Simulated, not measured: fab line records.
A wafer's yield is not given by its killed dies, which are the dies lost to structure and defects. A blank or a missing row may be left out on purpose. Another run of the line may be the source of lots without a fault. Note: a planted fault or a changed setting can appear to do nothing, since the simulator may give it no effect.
What tool caused it? | flow n5 finfet | at 1 step of a route of 1938, 9 lots with 27 wafers sampled

## WHAT EACH GAUGE READ, for each wafer
N5_SD_EPI_N_INSPECT_11: inspects for defects (macro).
lot  | measured    | on                | raw defect count
L909 | day 5 07:17 | defect inspect-02 | 5 1 3
L910 | day 5 14:13 | defect inspect-01 | 3 3 0
L911 | day 5 19:13 | defect inspect-01 | 1 0 3
L915 | day 6 19:43 | defect inspect-01 | 1 1 1
L916 | day 7 01:10 | defect inspect-02 | 1 0 2
L917 | day 7 06:34 | defect inspect-01 | 1 1 0
L919 | day 7 18:47 | defect inspect-01 | 3 2 1
L921 | day 8 09:14 | defect inspect-02 | 1 1 2
L923 | day 8 21:32 | defect inspect-02 | 2 4 1

## EACH LOT AND THE TOOL THAT RAN IT (in order: tool; ch and the chambers of the sampled wafers; start)
There is no process step in the record ahead of these readings.

## THE ANSWER, worked out from the rows above alone
Rule: what is usual is taken from the lots themselves. Put in order of their means at a reading, lots are off if they are a third of the lots or fewer, leave a main group of 4 or more, and stand apart from it by a gap of 3 or more times the standard deviation of the main group's means; of several such gaps the widest counts. A main group whose means are all the same, to the digits that the tables above print for the reading, isn't used. Also off: a lot with no number at a reading for which 4 or more lots have one. Where the step has rows for the other lots, those lots are counted as sound.
Nothing can be told from this: no lot is off at any reading shown.

## WHAT HAD BEEN PUT IN BY THE SIMULATOR
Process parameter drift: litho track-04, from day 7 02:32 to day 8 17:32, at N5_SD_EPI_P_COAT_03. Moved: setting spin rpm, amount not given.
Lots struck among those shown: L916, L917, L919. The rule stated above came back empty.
